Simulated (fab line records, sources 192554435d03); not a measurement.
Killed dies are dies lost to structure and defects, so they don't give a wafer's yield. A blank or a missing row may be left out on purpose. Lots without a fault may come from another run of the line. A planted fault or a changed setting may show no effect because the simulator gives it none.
One fault seen from 3 desks | flow n5_finfet | each desk has only its own numbers; what lay behind them comes last

THE METROLOGY DESK
What the gauges read, lot by lot, whatever tool the lot ran on: means of the sampled wafers that have a number. A lot is out of limits, marked OUT, if its mean lies more than 4 standard deviations from the usual mean; the brackets give that distance. Of its 12 readings 7 are shown: those that lie furthest out on some lot.
Columns: A = cd_nm at N5_BEOL_M4_CD_MEAS_11, usual 16.81 nm; B = DIBL_P at N5_BEOL_M4_RC_MEAS_101, usual 36.5 mV/V; C = IOFF_N at N5_BEOL_M4_RC_MEAS_101, usual 0.17 nA/um; D = IOFF_P at N5_BEOL_M4_RC_MEAS_101, usual 0.22 nA/um; E = SS_N at N5_BEOL_M4_RC_MEAS_101, usual 71.6 mV/dec; F = SS_P at N5_BEOL_M4_RC_MEAS_101, usual 73.4 mV/dec; G = VT_P at N5_BEOL_M4_RC_MEAS_101, usual -250 mV
lot  | first seen here | A     | B    | C    | D    | E    | F    | G
L962 | day 8 10:56     | 16.37 | 35.8 | 0.15 | 0.20 | 71.2 | 73.3 | -252
L964 | day 8 23:27     | 16.95 | 38.4 | 0.20 | 0.26 | 72.4 | 74.0 | -247
L966 | day 10 02:49    | 16.73 | 40.3 | 0.23 | 0.29 | 72.8 | 74.5 | -245
L967 | day 10 09:08    | 16.99 | 35.5 | 0.17 | 0.21 | 71.5 | 72.5 | -250
L972 | day 11 15:43    | 16.83 | 36.3 | 0.17 | 0.21 | 71.3 | 73.7 | -251
L974 | day 11 23:49    | 16.83 | 35.6 | 0.14 | 0.21 | 70.8 | 72.6 | -249
This desk's finding: nothing out of limits on any of the 6 lots.

THE TOOL OWNER'S DESK: rie_metal-01
The tool's own readings at N5_BEOL_M4_HM_OPEN_17 (chemistry Cl2/BCl3, target TiN, target depth 20 nm, overetch 6 nm): means of the sampled wafers that have a number, for each lot that ran on this tool. A lot is out of limits, marked OUT, if its mean lies more than 4 standard deviations from the usual mean; the brackets give that distance.
Columns: A = bias_w at N5_BEOL_M4_HM_OPEN_17, usual 126.1 W; B = drypump_motor_current_A at N5_BEOL_M4_HM_OPEN_17, usual 5.8 A; C = oes_ar_750_au at N5_BEOL_M4_HM_OPEN_17, usual 0.80 a.u.; D = oes_product_au at N5_BEOL_M4_HM_OPEN_17, usual 0.69 a.u.; E = throttle_valve_pct at N5_BEOL_M4_HM_OPEN_17, usual 22.2 %
lot  | first seen here | A     | B   | C    | D    | E
L962 | day 8 11:22     | 126.0 | 5.7 | 0.73 | 0.64 | 22.5
L966 | day 10 03:11    | 125.8 | 5.7 | 0.73 | 0.64 | 22.5
L972 | day 11 16:06    | 126.0 | 5.6 | 0.78 | 0.68 | 22.4
This desk's finding: nothing out of limits on any of the 3 lots.

THE DEFECT DESK
What the inspections along the route counted, lot by lot: means of the sampled wafers that have a number. A lot is out of limits, marked OUT, if its mean lies more than 4 standard deviations from the usual mean; the brackets give that distance.
Columns: A = raw_defect_count at N5_BEOL_M4_INSPECT_13, usual 419
lot  | first seen here | A
L962 | day 8 11:01     | 451
L964 | day 8 23:32     | 334
L966 | day 10 02:54    | 487
L967 | day 10 09:13    | 351
L972 | day 11 15:49    | 344
L974 | day 11 23:54    | 451
This desk's finding: nothing out of limits on any of the 6 lots.

PUT TOGETHER
The metrology desk saw nothing out of limits.
The tool owner's desk saw nothing out of limits.
The defect desk saw nothing out of limits.

WHAT THE SIMULATOR HAD PUT IN
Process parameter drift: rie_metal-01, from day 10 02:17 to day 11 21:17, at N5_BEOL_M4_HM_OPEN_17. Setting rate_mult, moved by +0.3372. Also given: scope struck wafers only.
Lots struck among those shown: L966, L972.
